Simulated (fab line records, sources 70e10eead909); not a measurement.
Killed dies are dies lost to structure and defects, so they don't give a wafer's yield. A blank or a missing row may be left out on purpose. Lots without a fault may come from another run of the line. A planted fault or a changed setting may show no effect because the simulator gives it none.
Which tool did it? | flow nand_harc | 13 lots, 39 wafers sampled, at 5 steps of a route of 1159

WHAT THE GAUGES READ, wafer by wafer
NHARC_END_SORT_01. Usual: killed_at_array 26, standard deviation 9.1; killed_at_other 0.7, standard deviation 0.9; killed_at_periphery 3.6, standard deviation 2.8; killed_dies 30, standard deviation 9.2; killed_open 3.0, standard deviation 1.9; killed_short 2.0, standard deviation 1.4.
lot  | measured     | on        | killed_at_array | killed_at_other | killed_at_periphery | killed_dies | killed_open | killed_short | flag
L941 | day 19 21:07 | prober-01 | 24 26 17        | 0 0 0           | 5 3 1               | 29 29 18    | 6 2 2       | 4 1 1        |
L953 | day 24 01:56 | prober-01 | 35 23 29        | 1 1 1           | 641 653 647         | 677 677 677 | 5 2 4       | 0 0 1        | OFF
L952 | day 24 09:44 | prober-01 | 26 16 22        | 0 0 1           | 651 661 654         | 677 677 677 | 4 2 1       | 0 3 1        | OFF

WHICH TOOL RAN EACH LOT (tool, then ch and the chambers of the sampled wafers, then the start)
lot  | NHARC_P_GATE_ETCH_114                         | NHARC_P_GATE_IMPLANT_62         | NHARC_P_GATE_STRIP_76                | NHARC_P_GATE_STRIP_95
L938 | rie_diel-05 ch 0,2,3, day 5 13:30 or earlier  | implanter-01 ch 0, day 5 13:30  | plasma_asher-02 ch 0,1, day 5 14:00  | plasma_asher-02 ch 0,1, day 5 17:50
L940 | rie_diel-02 ch 0,1,3, day 6 00:13 or earlier  | implanter-02 ch 0, day 6 00:13  | plasma_asher-02 ch 0,1, day 6 00:43  | plasma_asher-01 ch 0,1, day 6 02:45
L941 | rie_diel-02 ch 0,2,3, day 6 00:28 or earlier  | implanter-02 ch 0, day 6 00:28  | plasma_asher-01 ch 0,1, day 6 00:55  | plasma_asher-02 ch 0,1, day 6 03:06
L942 | rie_diel-08 ch 0,1,3, day 6 15:17 or earlier  | implanter-01 ch 0, day 6 15:17  | plasma_asher-01 ch 0,1, day 6 15:46  | plasma_asher-01 ch 0, day 6 17:57
L943 | rie_diel-05 ch 0,2,3, day 7 02:29 or earlier  | implanter-02 ch 0, day 7 02:29  | plasma_asher-01 ch 0,1, day 7 02:58  | plasma_asher-02 ch 0,1, day 7 05:07
L947 | rie_diel-05 ch 1,2, day 7 18:47 or earlier    | implanter-01 ch 0, day 7 18:47  | plasma_asher-02 ch 0,1, day 7 19:11  | plasma_asher-01 ch 0,1, day 7 21:15
L951 | rie_diel-02 ch 0,2,3, day 8 17:16 or earlier  | implanter-02, day 8 17:16       | plasma_asher-01 ch 0,1, day 8 17:45  | plasma_asher-01 ch 0,1, day 8 19:53
L953 | rie_diel-02 ch 2,3, day 9 07:41 or earlier    | implanter-02, day 9 07:41       | plasma_asher-01 ch 0,1, day 9 08:11  | plasma_asher-01 ch 0, day 9 10:13
L952 | rie_diel-08 ch 0,2,3, day 9 08:02 or earlier  | implanter-01, day 9 08:02       | plasma_asher-02 ch 0,1, day 9 08:32  | plasma_asher-02 ch 0,1, day 9 10:44
L955 | rie_diel-08 ch 0,1,3, day 9 19:21 or earlier  | implanter-02 ch 0, day 9 19:21  | plasma_asher-01 ch 0,1, day 9 19:50  | plasma_asher-01 ch 0,1, day 9 22:01
L956 | rie_diel-05 ch 2,3, day 10 02:25 or earlier   | implanter-02 ch 0, day 10 02:25 | plasma_asher-02 ch 0,1, day 10 02:54 | plasma_asher-02 ch 1, day 10 04:59
L957 | rie_diel-02 ch 0,1, day 10 09:52 or earlier   | implanter-02 ch 0, day 10 09:52 | plasma_asher-02 ch 0, day 10 10:19   | plasma_asher-01 ch 0,1, day 10 12:29
L960 | rie_diel-02 ch 0,2,3, day 11 02:39 or earlier | implanter-02 ch 0, day 11 02:39 | plasma_asher-01 ch 0,1, day 11 03:06 | plasma_asher-02 ch 0,1, day 11 05:15
- NHARC_P_GATE_ETCH_114: etches the open film in CF4/O2, target depth 30 nm, overetch 3 nm, time 16.5 s.
- NHARC_P_GATE_IMPLANT_62
- NHARC_P_GATE_STRIP_76: strips in O2.
- NHARC_P_GATE_STRIP_95: strips in O2.

WHAT THE TOOLS THEMSELVES READ (means of the sampled wafers that have a number; where no wafer has one, the mark that the record gives instead)
NHARC_P_GATE_ETCH_114. Usual: drypump_motor_current_A 5.8 A, standard deviation 0.4; oes_product_au 1.002 a.u., standard deviation 0.013; rf_vpp_V 198.1 V, standard deviation 1.1; showerhead_plenum_p_Torr 1.34 Torr, standard deviation 0.036; throttle_valve_pct 13.397 %, standard deviation 0.0094.
lot  | tool        | drypump_motor_current_A (A) | oes_product_au (a.u.) | rf_vpp_V (V) | showerhead_plenum_p_Torr (Torr) | throttle_valve_pct (%) | flag
L938 | rie_diel-05 | 5.9                         | 0.986                 | 199.3        | 1.35                            | 13.393                 |
L940 | rie_diel-02 | 5.7                         | 1.011                 | 198.4        | 1.36                            | 13.397                 |
L941 | rie_diel-02 | 5.7                         | 1.009                 | 198.3        | 1.33                            | 13.395                 |
L942 | rie_diel-08 | 5.5                         | 0.989                 | 197.7        | 1.32                            | 13.397                 |
L943 | rie_diel-05 | 5.9                         | 0.996                 | 198.5        | 1.35                            | 13.393                 |
L947 | rie_diel-05 | 5.9                         | 1.008                 | 196.9        | 1.31                            | 13.391                 |
L951 | rie_diel-02 | 5.7                         | 1.012                 | 197.7        | 1.33                            | 13.395                 |
L953 | rie_diel-02 | 6.1                         | 1.013                 | 197.5        | 1.32                            | 13.395                 |
L952 | rie_diel-08 | 5.8                         | 0.987                 | 197.6        | 1.34                            | 13.396                 |
L955 | rie_diel-08 | 5.5                         | 0.992                 | 197.3        | 1.32                            | 13.394                 |
L956 | rie_diel-05 | 6.0                         | 1.007                 | 197.9        | 1.33                            | 13.401                 |
L957 | rie_diel-02 | 5.4                         | 0.991                 | 197.9        | 1.36                            | 13.401                 |
L960 | rie_diel-02 | 5.7                         | 1.007                 | 197.0        | 1.32                            | 13.391                 |

NHARC_P_GATE_IMPLANT_62. Usual: beam_energy_keV 20.000, standard deviation 0.0075; beam_on_s 29.9 s, standard deviation 1.5; tilt_deg 6.997 degrees, standard deviation 0.019.
lot  | tool         | beam_energy_keV | beam_on_s (s) | tilt_deg (degrees) | flag
L938 | implanter-01 | 19.999          | 31.3          | 6.993              |
L940 | implanter-02 | 20.010          | 28.5          | 6.988              |
L941 | implanter-02 | 20.002          | 28.6          | 7.032              |
L942 | implanter-01 | 19.999          | 31.3          | 7.009              |
L943 | implanter-02 | 19.997          | 28.7          | 7.002              |
L947 | implanter-01 | 20.002          | 31.3          | 6.982              |
L951 | implanter-02 | -               | -             | -                  | OFF
L953 | implanter-02 | -               | -             | -                  | OFF
L952 | implanter-01 | -               | -             | -                  | OFF
L955 | implanter-02 | 19.990          | 28.2          | 6.996              |
L956 | implanter-02 | 20.003          | 28.6          | 6.999              |
L957 | implanter-02 | 19.997          | 28.6          | 7.010              |
L960 | implanter-02 | 20.001          | 28.3          | 6.989              |

NHARC_P_GATE_STRIP_76. Usual: drypump_motor_current_A 5.8 A, standard deviation 0.38; heater_power_w 301 W, standard deviation 5.9; rf_refl_power_W 17.9 W, standard deviation 1.8.
lot  | tool            | drypump_motor_current_A (A) | heater_power_w (W) | rf_refl_power_W (W) | flag
L938 | plasma_asher-02 | 6.0                         | 294                | 19.6                |
L940 | plasma_asher-02 | 5.6                         | 295                | 20.0                |
L941 | plasma_asher-01 | 5.6                         | 304                | 16.2                |
L942 | plasma_asher-01 | 5.6                         | 306                | 16.3                |
L943 | plasma_asher-01 | 5.6                         | 303                | 16.2                |
L947 | plasma_asher-02 | 6.0                         | 299                | 19.7                |
L951 | plasma_asher-01 | 5.6                         | 304                | 16.0                |
L953 | plasma_asher-01 | 5.8                         | 305                | 15.9                |
L952 | plasma_asher-02 | 5.6                         | 300                | 19.6                |
L955 | plasma_asher-01 | 5.8                         | 301                | 16.5                |
L956 | plasma_asher-02 | 5.6                         | 294                | 18.9                |
L957 | plasma_asher-02 | 6.3                         | 305                | 20.3                |
L960 | plasma_asher-01 | 5.6                         | 307                | 16.3                |

NHARC_P_GATE_STRIP_95. Usual: drypump_motor_current_A 5.8 A, standard deviation 0.39; heater_power_w 300 W, standard deviation 5.5; rf_refl_power_W 18.2 W, standard deviation 2.
lot  | tool            | drypump_motor_current_A (A) | heater_power_w (W) | rf_refl_power_W (W) | flag
L938 | plasma_asher-02 | 6.0                         | 302                | 20.4                |
L940 | plasma_asher-01 | 5.6                         | 304                | 16.0                |
L941 | plasma_asher-02 | 6.0                         | 298                | 20.2                |
L942 | plasma_asher-01 | 5.9                         | 302                | 15.9                |
L943 | plasma_asher-02 | 5.6                         | 296                | 19.6                |
L947 | plasma_asher-01 | 5.8                         | 303                | 16.0                |
L951 | plasma_asher-01 | 5.6                         | 304                | 16.0                |
L953 | plasma_asher-01 | 5.9                         | 307                | 16.0                |
L952 | plasma_asher-02 | 6.0                         | 302                | 19.9                |
L955 | plasma_asher-01 | 5.8                         | 300                | 16.3                |
L956 | plasma_asher-02 | 5.3                         | 291                | 19.1                |
L957 | plasma_asher-01 | 5.6                         | 304                | 16.2                |
L960 | plasma_asher-02 | 6.0                         | 301                | 19.8                |

THE ANSWER, worked out from the rows above alone
Rule: a lot is off if the mean of its wafers that have a number lies more than 3 standard deviations from the usual mean. A lot without any number at a reading at which 4 lots or more have one is off too. The other lots that the step has rows for count as sound. The gauges are gone through in route order, then the tools' own readings, and for those a lot's mean is taken as printed above. The first step at which some lot is off is used, and at that step the reading that is off furthest; a lot without a number counts as furthest.
Off: L953, L952, at NHARC_END_SORT_01 (killed_at_periphery). Neither off nor sound, because the step has no rows for them: L938, L940, L942, L943, L947, L951, L955, L956, L957, L960.
A tool fits if, at a process step before that reading, it ran every lot that is off, and no sound lot after the first of them. The gauges at NHARC_END_SORT_01 aren't tried: what is off there is off at NHARC_P_GATE_IMPLANT_62 too, on other tools, and a gauge's error can't cause that. NHARC_P_GATE_ETCH_114 gives no start for some lots, so the hours and the order of its lots are those of NHARC_P_GATE_IMPLANT_62. None of those tried fits.

WHAT THE SIMULATOR HAD PUT IN
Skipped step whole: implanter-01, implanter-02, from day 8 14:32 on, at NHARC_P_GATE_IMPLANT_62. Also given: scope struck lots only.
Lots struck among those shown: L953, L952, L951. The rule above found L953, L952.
